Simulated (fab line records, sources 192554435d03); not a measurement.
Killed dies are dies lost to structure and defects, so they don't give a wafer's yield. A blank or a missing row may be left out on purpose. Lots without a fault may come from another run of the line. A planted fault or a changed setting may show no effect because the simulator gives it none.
Which tool did it? | flow n5_finfet | 10 lots, 30 wafers sampled, at 3 steps of a route of 1938

WHAT THE GAUGES READ, wafer by wafer
N5_BEOL_M7_INSPECT_58: inspects for defects (darkfield).
lot  | measured     | on                | raw_defect_count
L586 | day 10 01:39 | defect_inspect-02 | 37 52 57
L587 | day 10 03:53 | defect_inspect-02 | 109 90 115
L588 | day 10 08:40 | defect_inspect-01 | 49 48 40
L590 | day 11 03:34 | defect_inspect-01 | 54 43 57
L591 | day 11 09:14 | defect_inspect-02 | 943 810 924
L592 | day 11 17:56 | defect_inspect-02 | 75 67 44
L595 | day 12 20:10 | defect_inspect-01 | 822 791 884
L600 | day 14 13:16 | defect_inspect-02 | 40 65 76
L605 | day 14 14:32 | defect_inspect-01 | 60 59 53
L604 | day 15 15:29 | defect_inspect-01 | 73 59 75

WHICH TOOL RAN EACH LOT (tool, then ch and the chambers of the sampled wafers, then the start)
lot  | N5_BEOL_M7_STRIP_80                           | N5_BEOL_M7_DEP_56
L586 | rie_diel-04 ch 0,3, day 10 01:34 or earlier   | pecvd-01 ch 0,2, day 10 01:34
L587 | rie_diel-06 ch 0,2,3, day 10 03:48 or earlier | pecvd-03 ch 1,2, day 10 03:48
L588 | rie_diel-06 ch 1,3, day 10 08:35 or earlier   | pecvd-03 ch 0,1, day 10 08:35
L590 | rie_diel-06 ch 0,1,2, day 11 03:28 or earlier | pecvd-03 ch 0,1,2, day 11 03:28
L591 | rie_diel-02 ch 1,2,3, day 11 09:08 or earlier | pecvd-03 ch 0,1,2, day 11 09:08
L592 | rie_diel-06 ch 0,3, day 11 17:50 or earlier   | pecvd-01 ch 0,1, day 11 17:50
L595 | rie_diel-02 ch 0,2,3, day 12 20:05 or earlier | pecvd-03 ch 0,1,2, day 12 20:05
L600 | rie_diel-04 ch 1,2,3, day 14 13:11 or earlier | pecvd-02 ch 0,1,2, day 14 13:11
L605 | rie_diel-02 ch 0,1,3, day 14 14:26 or earlier | pecvd-02 ch 1,2, day 14 14:26
L604 | rie_diel-06 ch 0,2,3, day 15 15:24 or earlier | pecvd-02 ch 0,1, day 15 15:24
- N5_BEOL_M7_STRIP_80: strips in N2/H2, time 10 s.
- N5_BEOL_M7_DEP_56: deposits SiCN from 3MS/NH3, target thk 10 nm, time 17.5 s.

THE ANSWER, worked out from the rows above alone
Rule: what is usual is taken from the lots themselves. Put in order of their means at a reading, lots are off if they are a third of the lots or fewer, leave a main group of 4 or more, and stand apart from it by a gap of 3 or more times the standard deviation of the main group's means; of several such gaps the widest counts. A main group whose means are all the same, to the digits that the tables above print for the reading, isn't used. A lot without any number at a reading at which 4 lots or more have one is off too. The other lots that the step has rows for count as sound.
Off: L591, L595, at N5_BEOL_M7_INSPECT_58 (raw_defect_count). The main group: mean 62, standard deviation 18.
A tool fits if, at a process step before that reading, it ran every lot that is off, and no sound lot after the first of them. The gauges at N5_BEOL_M7_INSPECT_58 are tried like those tools. N5_BEOL_M7_STRIP_80 gives no start for some lots, so the hours and the order of its lots are those of N5_BEOL_M7_DEP_56. One fits: pecvd-03 at N5_BEOL_M7_DEP_56. Its last sound lot is L590 (day 11 03:28), its first lot that is off L591 (day 11 09:08): a fault that began between those two fits.

WHAT THE SIMULATOR HAD PUT IN
Chamber particle source: pecvd-03, from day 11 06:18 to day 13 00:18, at N5_BEOL_M7_DEP_56. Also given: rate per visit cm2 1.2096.
Lots struck among those shown: L591, L595. The rule above found the same.
